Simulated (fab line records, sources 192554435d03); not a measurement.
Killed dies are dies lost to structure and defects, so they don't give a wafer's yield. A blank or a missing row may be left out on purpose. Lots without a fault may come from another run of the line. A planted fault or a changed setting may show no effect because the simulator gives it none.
A struck lot beside a sound one | flow n5_finfet | 15 steps out of a route of 1938
Sound: wafers L619.2, L619.4, L619.5. Struck: wafers L624.5, L624.6. (L624.1 of the same lot was not struck and is left out.) The cause comes at the end.
At each step with rows: each side's tool, then ch and its chambers, then its first start. Under that, the readings that differ: sound wafers | struck wafers | difference of the means | sigmas: that difference in standard deviations of wafers without a fault.
alike: readings whose means differ by less than 2 such deviations, and words and numbers that are the same on both sides. not compared: withheld readings, readings that some wafer has no value for, bounds like >300 that may hide the same value, and numbers for which the record gives no deviation and whose values overlap.
The two part at a step that has a row with sigmas, a row that says differs or no value, or rows on one side only. Numbers that don't overlap but have no deviation are shown without sigmas and don't part them. A reading that every wafer of one side lacks parts them only if that side has two wafers or more.

first, 7 steps without rows for these wafers: N5_MOL_CONTACT_COAG_COAT_64 (time 60 s, resist thk 10 nm); N5_MOL_CONTACT_COAG_COAT_34 (resist thk 40 nm); N5_MOL_CONTACT_COAG_EBR_36; N5_MOL_CONTACT_COAG_SOFTBAKE_35 (time 60 s); N5_MOL_CONTACT_COAG_EXPOSE_37 (exposes mask VD, defocus 0 nm); N5_MOL_CONTACT_COAG_PEB_38 (peb time 60 s); N5_MOL_CONTACT_COAG_DEVELOP_39 (develop time 30 s).
N5_MOL_CONTACT_COAG_CD_MEAS_40: target cd 25.1 nm.
  sound on cd_sem-02 ch 0, day 7 20:50; struck on cd_sem-03 ch 0, day 9 03:44
  alike: cd_nm
N5_MOL_CONTACT_COAG_OVL_MEAS_41:
  sound on overlay-01 ch 0, day 7 20:52; struck on overlay-01 ch 0, day 9 03:46
  alike: VD_OVL
N5_MOL_CONTACT_COAG_INSPECT_42: inspects for defects (brightfield).
  sound on defect_inspect-02, day 7 20:55; struck on defect_inspect-02, day 9 03:49
  alike: raw_defect_count
N5_MOL_CONTACT_COAG_DESCUM_45: chemistry O2, time 7 s.
  sound on rie_diel-02 ch 1,2,3, day 7 20:57; struck on rie_diel-02 ch 2,3, day 9 03:51
  alike: drypump_motor_current_A, oes_product_au, rf_vpp_V, showerhead_plenum_p_Torr, throttle_valve_pct
  not compared: rf_hours_counter_h
N5_MOL_CONTACT_COAG_ETCH_65: etches underlayer in N2/H2, target depth 13 nm, time 10.4 s.
  sound on rie_diel-02 ch 1,2,3, day 7 20:59; struck on rie_diel-02 ch 2,3, day 9 03:53
  alike: bias_w, drypump_motor_current_A, etch_rf_on_time_s, oes_product_au, rf_vpp_V, showerhead_plenum_p_Torr, throttle_valve_pct
  not compared: rf_hours_counter_h
N5_MOL_CONTACT_COAG_ETCH_66: etches SiARC in CF4, target depth 13 nm, time 21.7 s.
  sound on rie_diel-02 ch 1,2,3, day 7 21:01; struck on rie_diel-02 ch 2,3, day 9 03:55
  reading               | sound          | struck    | difference | sigmas
  etch_rf_on_time_s (s) | 21.2 21.1 21.2 | 14.7 14.9 | -6.4       | -13
  oes_product_au (a.u.) | 0.64 0.64 0.62 | 0.79 0.80 | +0.16      | +3
  alike: bias_w, drypump_motor_current_A, rf_vpp_V, showerhead_plenum_p_Torr, throttle_valve_pct
  not compared: rf_hours_counter_h
N5_MOL_CONTACT_COAG_ALD_133: deposits SiO2, target thk 5 nm, pulse time 1 s, co reactant pulse time 1 s.
  sound on ald_sin-02 ch 0,1,2, day 7 21:05; struck on ald_sin-03 ch 0,1, day 9 04:01
  alike: heater_power_w, precursor_pulse_height_rel
-- the record jumps here: 3 days lie between the struck wafers' starts before and after (it left off in module MOL_CONTACT_COAG and takes up again in module BEOL_M4, whose first step shown is number 1111 of the route) --
N5_BEOL_M4_RC_MEAS_101:
  sound on prober-02 ch 0, day 10 17:14; struck on prober-01 ch 0, day 12 04:27
  alike: DIBL_N, DIBL_P, IOFF_N, IOFF_P, ION_N, ION_P, SS_N, SS_P, VT_N, VT_P

WHERE THEY PART
Only at N5_MOL_CONTACT_COAG_ETCH_66, within this record. Later steps at which nothing parts them and some readings are alike: N5_MOL_CONTACT_COAG_ALD_133, N5_BEOL_M4_RC_MEAS_101.

WHY: what the simulator had put in
Process parameter drift: rie_diel-02, from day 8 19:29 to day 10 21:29, at N5_MOL_CONTACT_COAG_ETCH_66. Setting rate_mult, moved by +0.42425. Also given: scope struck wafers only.
